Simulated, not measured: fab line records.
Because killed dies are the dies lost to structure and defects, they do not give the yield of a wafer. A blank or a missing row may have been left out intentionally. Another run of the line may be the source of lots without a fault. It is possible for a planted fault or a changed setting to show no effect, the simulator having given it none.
Matching of chambers | flow n5_finfet | 4 sister chambers for N5_BEOL_M8_ETCH_66 on rie_diel-02
The step etches SOC in N2/H2, target depth 80 nm, overetch 16 nm, time 120 s. 8 wafers are shown with their chamber, then 10 later ones without.

## WAFERS, EACH WITH ITS CHAMBER
wafer  | chamber | drypump_motor_current_A (A) | showerhead_plenum_p_Torr (Torr)
L080.5 | 3       | 5.2                         | 2.56
L080.6 | 2       | 5.7                         | 2.57
L087.6 | 1       | 6.2                         | 2.66
L091.2 | 0       | 6.5                         | 2.55
L091.4 | 2       | 5.7                         | 2.57
L091.5 | 3       | 5.2                         | 2.55
L086.2 | 0       | 6.6                         | 2.55
L086.3 | 1       | 6.1                         | 2.66

## WAFERS WITHOUT THEIR CHAMBER
wafer  | drypump_motor_current_A (A) | showerhead_plenum_p_Torr (Torr)
L086.4 | 5.2                         | 2.55
L090.2 | 6.5                         | 2.55
L090.5 | 6.1                         | 2.66
L090.6 | 5.7                         | 2.57
L089.2 | 5.2                         | 2.55
L089.4 | 6.5                         | 2.55
L089.5 | 6.5                         | 2.55
L096.1 | 5.7                         | 2.56
L096.2 | 5.2                         | 2.54
L096.6 | 5.2                         | 2.54

## EACH ONE'S CHAMBER
wafer  | from the rows above | in truth
L086.4 | 3                   | 3
L090.2 | 0                   | 0
L090.5 | 1                   | 1
L090.6 | 2                   | 2
L089.2 | 3                   | 3
L089.4 | 0                   | 0
L089.5 | 0                   | 0
L096.1 | 2                   | 2
L096.2 | 3                   | 3
L096.6 | 3                   | 3
10 of 10 placed correctly. Number that these rows cannot place: 0. 0 placed wrongly.
How it was worked out, from the rows above alone: a wafer's distance from a chamber is the root of the sum, over the readings, of the square of ((its reading less the chamber's mean) divided by the reading's scatter). The wafer belongs to the nearest chamber; if the next one is less than 2 further off, it can't be placed. The mean given for a chamber averages the wafers shown for that chamber. The scatter: the root of (the sum of the squares of (reading less its chamber's mean) over the shown wafers, divided by (wafers less chambers)).
